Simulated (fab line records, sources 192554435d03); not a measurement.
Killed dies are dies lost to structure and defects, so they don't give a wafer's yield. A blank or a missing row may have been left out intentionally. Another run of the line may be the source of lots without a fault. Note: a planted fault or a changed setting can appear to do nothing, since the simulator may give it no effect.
Chamber matching :: flow n5Finfet :: rieDiel-01 running N5_HKMG_FIN_ETCH_31: 4 sister chambers
The step etches SiARC in CF4, target depth 45.5 nm, time 75.8 s. 4 wafers are shown with their chamber, then 10 later ones without.

WAFERS WITH THEIR CHAMBER
wafer: L084.5
chamber: 2
showerheadPlenumPTorr (Torr): 2.05

wafer: L084.6
chamber: 1
showerheadPlenumPTorr (Torr): 2.04

wafer: L088.1
chamber: 0
showerheadPlenumPTorr (Torr): 2.21

wafer: L088.3
chamber: 3
showerheadPlenumPTorr (Torr): 2.08

WAFERS MISSING THEIR CHAMBER
wafer: L088.5
showerheadPlenumPTorr (Torr): 2.21

wafer: L090.1
showerheadPlenumPTorr (Torr): 2.08

wafer: L090.2
showerheadPlenumPTorr (Torr): 2.20

wafer: L090.4
showerheadPlenumPTorr (Torr): 2.03

wafer: L092.1
showerheadPlenumPTorr (Torr): 2.04

wafer: L092.2
showerheadPlenumPTorr (Torr): 2.03

wafer: L092.3
showerheadPlenumPTorr (Torr): 2.08

wafer: L093.1
showerheadPlenumPTorr (Torr): 2.08

wafer: L093.2
showerheadPlenumPTorr (Torr): 2.03

wafer: L093.4
showerheadPlenumPTorr (Torr): 2.04

CHAMBER TAKEN BY EACH
wafer: L088.5
from the rows above: 0
in truth: 0

wafer: L090.1
from the rows above: 3
in truth: 3

wafer: L090.2
from the rows above: 0
in truth: 0

wafer: L090.4
from the rows above: can't be placed: 1 or 2
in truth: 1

wafer: L092.1
from the rows above: can't be placed: 1 or 2
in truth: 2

wafer: L092.2
from the rows above: can't be placed: 1 or 2
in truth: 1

wafer: L092.3
from the rows above: 3
in truth: 3

wafer: L093.1
from the rows above: 3
in truth: 3

wafer: L093.2
from the rows above: can't be placed: 1 or 2
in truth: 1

wafer: L093.4
from the rows above: can't be placed: 1 or 2
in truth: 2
Placed correctly: 5 of 10. Can't be placed from these rows: 5 (the true chamber is among the candidates in 5). 0 placed wrongly.
How it was worked out, from the rows above alone: a wafer's distance from a chamber is the root of the sum, over the readings, of the square of ((its reading less the chamber's mean) divided by the reading's scatter). If the next closest chamber is less than 2 further off than the closest, the wafer can't be placed; otherwise it belongs to the closest. The mean given for a chamber averages the wafers shown for that chamber. The scatter: root of mean squared gap, hidden wafer to nearest shown wafer, with one shown wafer a chamber.
